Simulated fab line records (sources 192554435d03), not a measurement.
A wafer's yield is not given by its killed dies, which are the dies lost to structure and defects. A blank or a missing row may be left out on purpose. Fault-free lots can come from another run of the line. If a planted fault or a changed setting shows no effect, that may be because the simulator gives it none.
Matching of chambers | flow n5 finfet | 3 sister chambers for N5_BEOL_M0_SAQP_PECVD_00 on pecvd-02
The step deposits SiCN from 3MS/NH3, target thk 8 nm, time 14 s. 16 wafers are shown with their chamber, then 8 later ones without.

== WAFERS, EACH WITH ITS CHAMBER ==
wafer  | chamber | throttle valve pct (%) | showerhead plenum p Torr (Torr)
L074.1 | 2       | 8.1                    | 3.651
L074.4 | 2       | 8.3                    | 3.672
L074.6 | 0       | 9.2                    | 3.662
L077.1 | 1       | 9.1                    | 3.657
L077.2 | 2       | 8.4                    | 3.662
L077.4 | 0       | 9.2                    | 3.652
L084.1 | 2       | 8.4                    | 3.659
L084.3 | 0       | 8.8                    | 3.660
L084.5 | 1       | 9.0                    | 3.656
L087.1 | 2       | 8.3                    | 3.661
L087.2 | 1       | 9.1                    | 3.654
L087.5 | 1       | 8.8                    | 3.654
L088.1 | 1       | 9.3                    | 3.664
L088.4 | 2       | 8.5                    | 3.667
L088.5 | 0       | 9.2                    | 3.651
L092.2 | 1       | 8.9                    | 3.667

SIGNATURES (averages over the wafers above)
reading                  | chamber 0 | chamber 1 | chamber 2 | scatter within a chamber
throttle valve pct       | 9.100     | 9.033     | 8.333     | 0.168
showerhead plenum p Torr | 3.65625   | 3.65867   | 3.66200   | 0.0062
Rule: distance of a wafer from a chamber = root of the sum over the readings of ((wafer's reading minus chamber's mean) / reading's scatter) squared. If the next closest chamber is less than 2 further off than the closest, the wafer can't be placed; otherwise it belongs to the closest. How the scatter is found: for the shown wafers, subtract from each reading the mean of its chamber, square and add these, divide the total by (wafers less chambers), then take the root.

== WAFERS WITHOUT THEIR CHAMBER ==
wafer  | throttle valve pct (%) | showerhead plenum p Torr (Torr)
L092.4 | 9.0                    | 3.661
L092.5 | 8.5                    | 3.660
L076.2 | 8.4                    | 3.661
L076.3 | 8.9                    | 3.652
L076.5 | 9.0                    | 3.654
L097.1 | 9.2                    | 3.653
L097.3 | 9.2                    | 3.664
L097.6 | 8.3                    | 3.665

== WHICH CHAMBER EACH ONE RAN IN ==
wafer  | from the rows above     | in truth
L092.4 | can't be placed: 1 or 0 | 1
L092.5 | 2                       | 2
L076.2 | 2                       | 2
L076.3 | can't be placed: 1 or 0 | 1
L076.5 | can't be placed: 0 or 1 | 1
L097.1 | can't be placed: 0 or 1 | 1
L097.3 | can't be placed: 1 or 0 | 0
L097.6 | 2                       | 2
Placed correctly: 3 of 8. Not placeable from these rows: 5 (in 5, the candidates include the true chamber). Number placed wrongly: 0.
